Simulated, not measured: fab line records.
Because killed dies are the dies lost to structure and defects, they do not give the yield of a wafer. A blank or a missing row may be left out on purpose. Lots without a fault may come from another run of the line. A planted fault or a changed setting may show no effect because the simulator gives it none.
Code-filled problem report in 8D (eight disciplines) form | flow n5-finfet | the parts of the form that need people (team, actions taken, sign-off) are left out

1. THE ISSUE
Wafers without a fault read 51.8 nm, standard deviation 0.89; trench-depth-nm at N5_STI_FIN_REVEAL_FIN_H_MEAS_10 reads a mean of 46.9 nm on 9 wafers belonging to 3 lots. That is -5.6 standard deviations from the usual mean.
First observed at day 5 15:05: wafer L131.4, on ocd-02. The record has a number at this step for 35 wafers belonging to 12 lots. Rule for "out", or "out of limits": more than 4 standard deviations from the usual mean. The rest of the wafers with a number are treated as sound.

2. WHAT THIS IS AND IS NOT
question                    | is                     | is not
which readings at this step | trench-depth-nm        | -
which lots                  | L131, L132, L133       | L121, L123, L125, L127, L129, L134, L137, L138, L141
which wafers of those lots  | all that have a number | -
read on which gauges        | ocd-02                 | ocd-01
when                        | from day 5 15:05       | up to then (15 sound wafers); but 11 sound wafers of L134, L137, L138, L141 came after

3. THE SUSPECTS, EACH WITH WHAT RULES IT OUT
Counting: a tool at a process step up to the reading stays a suspect if it ran every lot that is out and no sound lot after the first of them.
- the gauge at N5_STI_FIN_REVEAL_FIN_H_MEAS_10: kept. All the wafers that are out were read on ocd-02, and no step on other tools shows them out.
- ald-sin-03 at N5_STI_FIN_REVEAL_ALD_00 (deposits SiO2, target thk 1 nm, pulse time 1 s): ruled out as a lasting fault. Following L131 (day 5 06:25), the first lot on it that is out, the sound lots L137 were run on it.
- vapor-etch-02 at N5_STI_FIN_REVEAL_RECESS_09 (chemistry HF/NH3, target SiO2, afs cycles 11, target depth 42.5 nm, sublimation time 60 s): kept. Every lot that is out went through it, starting with L131 (day 5 12:54), and after that it ran no sound lot; the last sound lot it ran before then is L129 (day 5 02:38).
Left after counting: vapor-etch-02 at N5_STI_FIN_REVEAL_RECESS_09, ocd-02 at N5_STI_FIN_REVEAL_FIN_H_MEAS_10.

4. THE CAUSE (what the simulator had put in)
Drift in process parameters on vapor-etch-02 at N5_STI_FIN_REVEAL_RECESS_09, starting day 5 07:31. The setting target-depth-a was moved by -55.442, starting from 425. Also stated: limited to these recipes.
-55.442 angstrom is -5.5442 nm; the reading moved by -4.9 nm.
Counting leaves 2 suspects; this tool is one of them.

5. THE CHAIN OF EFFECTS, in route order
One row per reading whose mean, taken over the struck wafers that have a number, lies over 3 standard deviations from the usual. Only readings whose record carries a usual standard deviation are examined. hours: median over the lots of the time between each lot's start at the first step of this table that gives one and its start at this step. sigmas: the change, counted in usual standard deviations.
hours | step                            | reading         | usual   | on struck wafers | change | sigmas
0     | N5_STI_FIN_REVEAL_FIN_H_MEAS_10 | trench-depth-nm | 51.8 nm | 46.9             | -4.9   | -5.6

6. HOW IT WOULD HAVE BEEN CAUGHT EARLIER
The first out-of-limits reading at a measuring or inspecting step in this record came at day 5 15:05, 8 hours after the fault's start at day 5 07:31.
Of the tool readings at N5_STI_FIN_REVEAL_RECESS_09 for which the record gives a usual standard deviation, none was out on any struck wafer, so an alarm limit of 4 standard deviations on them would not have fired.
Of the lots that are out (3), L132, L133 began N5_STI_FIN_REVEAL_RECESS_09 on vapor-etch-02 after day 5 15:05. A hold on the tool at that time would have spared those 2.
